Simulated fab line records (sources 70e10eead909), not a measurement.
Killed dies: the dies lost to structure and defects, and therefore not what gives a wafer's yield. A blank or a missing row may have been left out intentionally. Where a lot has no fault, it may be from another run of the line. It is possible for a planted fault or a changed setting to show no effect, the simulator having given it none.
fab line records | flow nand_harc
record lots=7 | wafers=19 | last_day=31
route steps=1302 shown A_SLIT@940 A_SIN_REMOVE@947 A_WL_FILL@952 END@1302
lots that met no fault: taken from a fault-free run of the same line
start_h: hours from the record's opening day to when the first of the lot's shown wafers began | wait_h: hours from the lot's prior step to this one | " repeats the value in the row above | L1.1+2: a single row standing in for several wafers | - either no value or no given start | * or withheld: withheld | < > ~ a bound
route shown NAME@n: NAME is a module with steps in the file, n the number in the route of the first one | usual: the fault-free wafers' mean and standard deviation | same: alike in all rows | chamber/n: place in a boat | sites: per-site readings | _std_site: the standard deviation of these | _edge_site: outer sites' mean less inner sites' | radius_mm: how far each site lies from the wafer's centre | mask NAME#n: copy n | behind: tool/chamber where the wafer was last shaped | hold: what put the lot on hold/how long, in hours/how the hold closed | device: the transistor (n, p or np) that didn't switch | end of line: the route-end tests of the same wafers | step lacking rows: just its recipe | killed: dies that structure and defects cost at the first sort, which is not the same as the wafer's yield | map: shows each die of a wafer: x if killed, . if not, _ if none is there
set.NAME: the setting the step ran with; set.NAME@STEP: the setting that earlier step ran with | model.NAME: the simulator's own value behind a step, which no gauge read
lots seen at some steps along the route; tables by step, rows by wafer
services: a tool's chamber out of use, with start hour (start_h, from the record's first day; less than 0 if before it), hours out, and reason
## steps
# step NHARC_A_SLIT_ETCH_26
# recipe bias_v=400 | source_w=2000 | pressure_mtorr=25 | time_s=90 | ar_flow_sccm=375 | c4f8_flow_sccm=41.7 | o2_flow_sccm=83.3 | target_depth_a=4000 | chemistry=C4F8/O2/Ar
# usual drypump_motor_current_A=5.83/0.15 | showerhead_plenum_p_Torr=3.75/0.19 | throttle_valve_pct=27.620/0.0097
lot.wafer | tool        | chamber | start_h | wait_h | drypump_motor_current_A | rf_hours_counter_h | showerhead_plenum_p_Torr | throttle_valve_pct
L624.3    | har_etch-02 | 1       | 449.67  | 1.9    | 5.69                    | -                  | 3.94                     | 27.616
L624.5    | "           | 1       | "       | "      | 5.68                    | -                  | 3.94                     | 27.628
L624.6    | "           | 0       | "       | "      | 5.94                    | -                  | 3.96                     | 27.621
L625.4    | har_etch-02 | 0       | 467.02  | 1.8    | 5.91                    | -                  | 3.96                     | 27.632
L625.3    | "           | 1       | "       | "      | 5.65                    | -                  | 3.94                     | 27.603
L626.3    | har_etch-01 | 0       | 468.05  | 1.3    | 6.01                    | -                  | 3.67                     | 27.616
L626.6    | "           | 1       | "       | "      | 5.74                    | -                  | 3.48                     | 27.601
L627.3    | har_etch-02 | 1       | 476.92  | 1.9    | 5.68                    | -                  | 3.94                     | 27.603
L627.5    | "           | 1       | "       | "      | 5.66                    | -                  | 3.94                     | 27.616
L627.6    | "           | 0       | "       | "      | 5.94                    | -                  | 3.95                     | 27.613
L640.2    | har_etch-01 | 0       | 618.99  | 3.1    | 6.00                    | 347                | 3.63                     | 27.618
L640.5    | "           | 0       | "       | "      | 6.04                    | -                  | 3.63                     | 27.616
L640.6    | "           | 1       | "       | "      | 5.69                    | -                  | 3.44                     | 27.635
L644.2    | har_etch-01 | 0       | 642.44  | 3.1    | 5.98                    | 358                | 3.62                     | 27.621
L644.6    | "           | 0       | "       | "      | 6.01                    | -                  | 3.62                     | 27.643
L644.5    | "           | 1       | "       | "      | 5.71                    | -                  | 3.43                     | 27.614
L643.1    | har_etch-02 | 0       | 643.80  | 2.4    | 5.93                    | 141                | 3.90                     | 27.633
L643.4    | "           | 1       | "       | "      | 5.62                    | -                  | 3.88                     | 27.628
L643.5    | "           | 0       | "       | "      | 5.92                    | -                  | 3.90                     | 27.609
# step NHARC_A_SLIT_STRIP_28
# recipe o2_flow_sccm=400 | cos_flow_sccm=20 | ar_flow_sccm=0 | bias_w=0 | chemistry=O2/COS
# step NHARC_A_SLIT_ETCH_29
# recipe target_depth_a=1000 | overetch_a=100 | time_s=55 | ion_energy_ev=100 | cf4_flow_sccm=80 | o2_flow_sccm=20 | ar_flow_sccm=0 | rf_w=300 | bias_w=100 | chemistry=CF4/O2
# usual drypump_motor_current_A=5.6/0.52 | oes_product_au=1.001/0.0098 | rf_vpp_V=198.7/1.3 | showerhead_plenum_p_Torr=1.37/0.055 | throttle_valve_pct=13.397/0.0085
lot.wafer | tool        | chamber | start_h | wait_h | drypump_motor_current_A | oes_product_au | rf_hours_counter_h | rf_vpp_V | showerhead_plenum_p_Torr | throttle_valve_pct
L624.3    | rie_diel-10 | 1       | 450.50  | 0.1    | 5.5                     | 1.013          | 2                  | 195.9    | 1.26                     | 13.403
L624.6    | "           | 3       | "       | "      | 5.2                     | 0.988          | -                  | 200.1    | 1.43                     | 13.398
L624.5    | "           | 0       | "       | "      | 6.7                     | 1.001          | -                  | 196.8    | 1.32                     | 13.408
L625.3    | rie_diel-05 | 2       | 467.84  | 0.1    | 5.7                     | 0.997          | 2                  | 199.2    | 1.43                     | 13.403
L625.4    | "           | 3       | "       | "      | 6.2                     | 0.996          | 1                  | 199.7    | 1.41                     | 13.396
L626.3    | rie_diel-10 | 0       | 468.86  | 0.1    | 6.7                     | 1.004          | 4                  | 198.6    | 1.32                     | 13.397
L626.6    | "           | 3       | "       | "      | 5.2                     | 0.986          | -                  | 198.6    | 1.43                     | 13.406
L627.3    | rie_diel-08 | 3       | 477.75  | 0.1    | 5.3                     | 1.002          | 4                  | 198.7    | 1.36                     | 13.388
L627.6    | "           | 1       | "       | "      | 6.2                     | 0.992          | -                  | 198.9    | 1.35                     | 13.389
L627.5    | "           | 2       | "       | "      | 5.7                     | 0.991          | -                  | 197.9    | 1.39                     | 13.394
L640.2    | rie_diel-08 | 2       | 619.89  | 0.1    | 5.7                     | 1.025          | 5                  | 199.8    | 1.39                     | 13.394
L640.5    | "           | 0       | "       | "      | 5.1                     | 0.987          | -                  | 197.3    | 1.29                     | 13.404
L640.6    | "           | 1       | "       | "      | 6.2                     | 0.994          | -                  | 197.1    | 1.35                     | 13.389
L644.2    | rie_diel-08 | 0       | 643.33  | 0.1    | 5.1                     | 1.003          | 6                  | 197.6    | 1.29                     | 13.378
L644.6    | "           | 2       | "       | "      | 5.7                     | 1.020          | -                  | 199.7    | 1.39                     | 13.393
L644.5    | "           | 3       | "       | "      | 5.3                     | 0.998          | -                  | 198.3    | 1.35                     | 13.382
L643.1    | rie_diel-05 | 1       | 644.69  | 0.1    | 5.1                     | 1.005          | 2                  | 199.3    | 1.43                     | 13.396
L643.4    | "           | 3       | "       | "      | 6.2                     | 1.007          | 3                  | 200.0    | 1.41                     | 13.394
L643.5    | "           | 1       | "       | "      | 5.1                     | 1.011          | -                  | 200.9    | 1.43                     | 13.404
# step NHARC_A_SLIT_STRIP_18
# recipe o2_flow_sccm=500 | ar_flow_sccm=0 | bias_w=0 | chemistry=O2
# usual drypump_motor_current_A=5.7/0.51 | oes_product_au=1.001/0.011 | rf_vpp_V=57.9/0.8 | showerhead_plenum_p_Torr=3.61/0.14 | throttle_valve_pct=17.036/0.0088
lot.wafer | tool        | chamber | start_h | wait_h | drypump_motor_current_A | oes_product_au | rf_hours_counter_h | rf_vpp_V | showerhead_plenum_p_Torr | throttle_valve_pct
L624.3    | rie_diel-10 | 2       | -       | -      | 5.1                     | 1.022          | 2                  | 57.1     | 3.75                     | 17.022
L624.6    | "           | 0       | "       | "      | 6.7                     | 1.022          | -                  | 58.0     | 3.49                     | 17.037
L624.5    | "           | 1       | "       | "      | 5.4                     | 1.000          | -                  | 58.3     | 3.34                     | 17.036
L625.4    | rie_diel-05 | 1       | -       | -      | 5.1                     | 0.981          | 2                  | 58.3     | 3.76                     | 17.040
L625.3    | "           | 2       | "       | "      | 5.7                     | 1.001          | 2                  | 57.9     | 3.77                     | 17.034
L626.3    | rie_diel-10 | 2       | -       | -      | 5.0                     | 1.015          | 4                  | 58.5     | 3.75                     | 17.033
L626.6    | "           | 2       | "       | "      | 5.0                     | 1.014          | -                  | 58.3     | 3.75                     | 17.026
L627.3    | rie_diel-08 | 2       | -       | -      | 5.7                     | 0.988          | 5                  | 57.7     | 3.67                     | 17.040
L627.6    | "           | 3       | "       | "      | 5.3                     | 0.988          | -                  | 58.0     | 3.58                     | 17.036
L627.5    | "           | 0       | "       | "      | 5.1                     | 1.000          | -                  | 56.4     | 3.42                     | 17.025
L640.2    | rie_diel-08 | 3       | -       | -      | 5.3                     | 0.998          | 6                  | 58.8     | 3.57                     | 17.036
L640.6    | "           | 2       | "       | "      | 5.7                     | 1.020          | -                  | 57.3     | 3.67                     | 17.042
L640.5    | "           | 3       | "       | "      | 5.3                     | 0.994          | -                  | 57.6     | 3.57                     | 17.036
L644.2    | rie_diel-08 | 1       | -       | -      | 6.2                     | 0.988          | 6                  | 58.0     | 3.56                     | 17.053
L644.5    | "           | 0       | "       | "      | 5.1                     | 0.990          | -                  | 58.1     | 3.42                     | 17.039
L644.6    | "           | 1       | "       | "      | 6.2                     | 1.004          | -                  | 57.2     | 3.56                     | 17.031
L643.4    | rie_diel-05 | 0       | -       | -      | 6.0                     | 0.991          | 3                  | 59.0     | 3.55                     | 17.041
L643.1    | "           | 1       | "       | "      | 5.1                     | 1.011          | 2                  | 57.7     | 3.76                     | 17.040
L643.5    | "           | 3       | "       | "      | 6.1                     | 1.011          | -                  | 58.7     | 3.71                     | 17.046
# step NHARC_A_SLIT_PRECLEAN_19
# recipe time_s=* | temp_c=50 | bath_age_min=0 | chemistry=SC1
# step NHARC_A_SLIT_SRD_20
# step NHARC_A_SLIT_CD_MEAS_21
# usual cd_nm=289.6/0.76
lot.wafer | tool      | chamber | start_h | wait_h | cd_nm
L624.3    | cd_sem-01 | -       | 451.03  | -      | 289.3
L624.5    | "         | -       | "       | "      | 289.2
L624.6    | "         | -       | "       | "      | 290.5
L625.3    | cd_sem-03 | -       | 468.38  | -      | 288.9
L625.4    | "         | -       | "       | "      | 288.7
L626.3    | cd_sem-03 | -       | 469.39  | -      | 289.3
L626.6    | "         | -       | "       | "      | 289.8
L627.3    | cd_sem-01 | -       | 478.28  | -      | 289.7
L627.5    | "         | -       | "       | "      | 290.1
L627.6    | "         | -       | "       | "      | 290.8
L640.2    | cd_sem-01 | -       | 620.42  | -      | 290.4
L640.5    | "         | -       | "       | "      | 290.1
L640.6    | "         | -       | "       | "      | 289.8
L644.2    | cd_sem-01 | -       | 643.86  | -      | 289.5
L644.5    | "         | -       | "       | "      | 289.6
L644.6    | "         | -       | "       | "      | 288.9
L643.1    | cd_sem-02 | -       | 645.22  | -      | 289.3
L643.4    | "         | -       | "       | "      | 289.5
L643.5    | "         | -       | "       | "      | 289.8
# step NHARC_A_SIN_REMOVE_WET_00
# recipe temp_c=160 | time_s=15300 | chemistry=H3PO4
# step NHARC_A_SIN_REMOVE_PRECLEAN_01
# recipe time_s=* | temp_c=50 | bath_age_min=0 | chemistry=SC1
# step NHARC_A_SIN_REMOVE_SRD_02
# step NHARC_A_SIN_REMOVE_INSPECT_04
# usual raw_defect_count=391/86
lot.wafer | tool              | chamber | start_h | wait_h | raw_defect_count
L624.3    | defect_inspect-01 | -       | 457.67  | 0.0    | 437
L624.5    | "                 | -       | "       | "      | 686
L624.6    | "                 | -       | "       | "      | 490
L626.3    | defect_inspect-01 | -       | 475.07  | 0.0    | 433
L626.6    | "                 | -       | "       | "      | 432
L625.3    | defect_inspect-02 | -       | 475.07  | 0.0    | 512
L625.4    | "                 | -       | "       | "      | 356
L627.3    | defect_inspect-02 | -       | 484.93  | 0.0    | 322
L627.5    | "                 | -       | "       | "      | 325
L627.6    | "                 | -       | "       | "      | 429
L640.2    | defect_inspect-02 | -       | 627.03  | 0.0    | 274
L640.5    | "                 | -       | "       | "      | 376
L640.6    | "                 | -       | "       | "      | 461
L644.2    | defect_inspect-01 | -       | 650.52  | 0.0    | 315
L644.5    | "                 | -       | "       | "      | 378
L644.6    | "                 | -       | "       | "      | 342
L643.1    | defect_inspect-02 | -       | 650.56  | 0.0    | 296
L643.4    | "                 | -       | "       | "      | 331
L643.5    | "                 | -       | "       | "      | 289
# step NHARC_A_WL_FILL_ALD_00
# recipe target_thk_a=30 | pulse_time_s=3 | ald_cycles=30 | temp_c=300 | material=Al2O3
# usual ald_cycles=30/0 | heater_power_w=457/45 | precursor_pulse_height_rel=0.999/0.02
lot.wafer | tool      | chamber | start_h | wait_h | ald_cycles | heater_power_w | precursor_pulse_height_rel | since_wet_clean_h
L624.3    | ald_hk-03 | 3       | 459.06  | 1.4    | 30         | 529            | 0.964                      | 59
L624.6    | "         | 3       | "       | "      | 30         | 533            | 0.976                      | -
L624.5    | "         | 0       | "       | "      | 30         | 418            | 0.991                      | -
L626.3    | ald_hk-03 | 3       | 475.13  | 0.1    | 40         | 541            | 1.001                      | 75
L626.6    | "         | 0       | "       | "      | 30         | 426            | 1.005                      | -
L625.3    | ald_hk-03 | 0       | 475.32  | 0.3    | 40         | 421            | 1.016                      | 75
L625.4    | "         | 1       | "       | "      | 40         | 415            | 0.976                      | 75
L627.3    | ald_hk-03 | 1       | 485.20  | 0.3    | 40         | 416            | 1.012                      | 85
L627.6    | "         | 1       | "       | "      | 30         | 417            | 0.996                      | -
L627.5    | "         | 2       | "       | "      | 30         | 443            | 1.010                      | -
L640.2    | ald_hk-03 | 3       | 627.15  | 0.1    | 30         | 507            | 1.022                      | 49
L640.6    | "         | 1       | "       | "      | 30         | 397            | 1.028                      | -
L640.5    | "         | 2       | "       | "      | 30         | 435            | 0.993                      | -
L644.2    | ald_hk-04 | 3       | 650.62  | 0.1    | 30         | 436            | 1.010                      | 28
L644.5    | "         | 2       | "       | "      | 30         | 447            | 1.031                      | -
L644.6    | "         | 3       | "       | "      | 30         | 453            | 0.998                      | -
L643.1    | ald_hk-01 | 3       | 650.66  | 0.1    | 30         | 402            | 0.986                      | 159
L643.4    | "         | 0       | "       | "      | 30         | 383            | 0.943                      | 159
L643.5    | "         | 3       | "       | "      | 30         | 419            | 1.024                      | -
# step NHARC_A_WL_FILL_RTA_01
# recipe temp_c=1000 | time_s=5
# usual lamp_power_pct=29.7/1.2 | wafer_temp_C_max=1004.8/1.4
lot.wafer | tool          | chamber | start_h | wait_h | lamp_power_pct | wafer_temp_C_max
L624.3    | rtp_anneal-02 | 0       | 459.39  | -      | 28.8           | 1006.0
L624.5    | "             | 0       | "       | "      | 28.7           | 1006.0
L624.6    | "             | 0       | "       | "      | 28.7           | 1007.5
L626.3    | rtp_anneal-01 | 0       | 475.45  | -      | 31.3           | 1003.4
L626.6    | "             | 0       | "       | "      | 31.2           | 1004.2
L625.3    | rtp_anneal-02 | 0       | 475.62  | -      | 28.8           | 1005.1
L625.4    | "             | 0       | "       | "      | 28.8           | 1004.9
L627.3    | rtp_anneal-01 | 0       | 485.53  | -      | 31.2           | 1004.0
L627.5    | "             | 0       | "       | "      | 31.2           | 1003.6
L627.6    | "             | 0       | "       | "      | 31.2           | 1003.4
L640.2    | rtp_anneal-02 | 0       | 627.41  | -      | 28.8           | 1006.9
L640.5    | "             | 0       | "       | "      | 28.7           | 1003.2
L640.6    | "             | 0       | "       | "      | 28.8           | 1005.3
L644.2    | rtp_anneal-01 | 0       | 650.90  | -      | 31.2           | 1002.2
L644.5    | "             | 0       | "       | "      | 31.2           | 1003.1
L644.6    | "             | 0       | "       | "      | 31.2           | 1002.7
L643.1    | rtp_anneal-02 | 0       | 650.92  | -      | 28.8           | 1005.7
L643.4    | "             | 0       | "       | "      | 28.8           | 1005.6
L643.5    | "             | 0       | "       | "      | 28.8           | 1005.0
# step NHARC_END_SORT_01
# recipe temp_c=25
# usual killed_at_array=55/15 | killed_at_other=1.0/1.2 | killed_at_periphery=3.4/2.2 | killed_dies=59/15 | killed_open=3.2/2 | killed_short=2.5/1.7
# same gross_dies=677
lot.wafer | tool      | chamber | start_h | wait_h | killed_at_array | killed_at_other | killed_at_periphery | killed_dies | killed_open | killed_short
L624.3    | prober-02 | 0       | 566.24  | 3.1    | 52              | 0               | 2                   | 54          | 3           | 4
L624.5    | prober-02 | 0       | 567.86  | 3.7    | 53              | 0               | 1                   | 54          | 2           | 0
L624.6    | prober-02 | 0       | 568.67  | 4.0    | 65              | 0               | 3                   | 68          | 8           | 5
# killed by level:class
L624.3 A_CHANNEL_HOLE_D1:chamber_film_flake=24 A_CHANNEL_HOLE_D2:chamber_film_flake=18 A_CONTACT:chamber_film_flake=3 A_ONON_D1:geometric_particle:short=2 A_ONON_D2:geometric_particle:open=2 A_CHANNEL_HOLE_D1:geometric_particle:short=1 A_CHANNEL_FILL_D1:geometric_particle:open=1 A_ONON_D2:geometric_particle:short=1
L624.5 A_CHANNEL_HOLE_D1:chamber_film_flake=25 A_CHANNEL_HOLE_D2:chamber_film_flake=20 A_CHANNEL_HOLE_D1:unspecified=2 A_STAIRCASE:chamber_film_flake=2 A_CONTACT:chamber_film_flake=2 P_CONTACT:geometric_particle:open=1 A_CHANNEL_FILL_D2:geometric_particle:open=1 A_M0:chamber_film_flake=1
L624.6 A_CHANNEL_HOLE_D2:chamber_film_flake=36 A_CHANNEL_HOLE_D1:chamber_film_flake=11 A_ONON_D1:geometric_particle:open=2 A_WL_FILL:geometric_particle:open=2 A_CHANNEL_HOLE_D1:unspecified=2 P_CONTACT:geometric_particle:open=1 P_M0:geometric_particle:open=1 A_ONON_D1:geometric_particle:short=1
## services
tool        | chamber | start_h | hours | kind
rie_diel-08 | 0       | 425.80  | -     | clean
rie_diel-08 | 1       | 425.80  | -     | clean
rie_diel-08 | 2       | 425.80  | -     | clean
rie_diel-08 | 3       | 425.80  | -     | clean
rie_diel-10 | -       | 436.69  | 0.7   | repair
rie_diel-08 | 0       | 450.30  | -     | clean
rie_diel-08 | 1       | 450.30  | -     | clean
rie_diel-08 | 2       | 450.30  | -     | clean
rie_diel-08 | 3       | 450.30  | -     | clean
rie_diel-05 | 3       | 469.33  | 1.5   | repair
rie_diel-05 | 1       | 472.53  | 2.1   | repair
rie_diel-08 | 0       | 474.80  | -     | clean
rie_diel-08 | 1       | 474.80  | -     | clean
ald_hk-01   | -       | 481.25  | 10.0  | pm
rie_diel-08 | 3       | 516.00  | 6.1   | repair
rie_diel-08 | 0       | 522.54  | 6.7   | repair
rie_diel-05 | 0       | 524.29  | 4.2   | repair
ald_hk-04   | -       | 538.66  | 0.6   | repair
rie_diel-08 | -       | 544.88  | 9.0   | pm
ald_hk-03   | -       | 568.44  | 10.0  | pm
rie_diel-05 | -       | 584.28  | 9.0   | pm
rie_diel-10 | -       | 596.50  | 9.0   | pm
rie_diel-08 | 0       | 605.00  | 1.5   | repair
ald_hk-04   | -       | 612.18  | 10.0  | pm
## key
first_sign step=NHARC_A_WL_FILL_ALD_00 | reading=ald_cycles | direction=up | sigmas=99+ | usual=30 | struck=40
effect none on later readings
met_at NHARC_A_WL_FILL_ALD_00
struck_wafers L625.3,L625.4,L626.3,L627.3
tester_left_out L625,L626,L627
fault kind=process_parameter_drift | tool=ald_hk-03 | chamber=- | onset_h=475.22 | steps=NHARC_A_WL_FILL_ALD_00 | channel=ald_cycles | offset=10 | shape=step | end_h=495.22 | scope=struck_wafers_only | acts_in=these_recipes_only | stated=30
# tester_left_out: of these lots the tester's yield and bins aren't shown, on N5 and GAA mostly nor the transistor test; their killed dies are dies lost to structure and defects alone, not to doping, threshold or leakage, so they don't give the yield
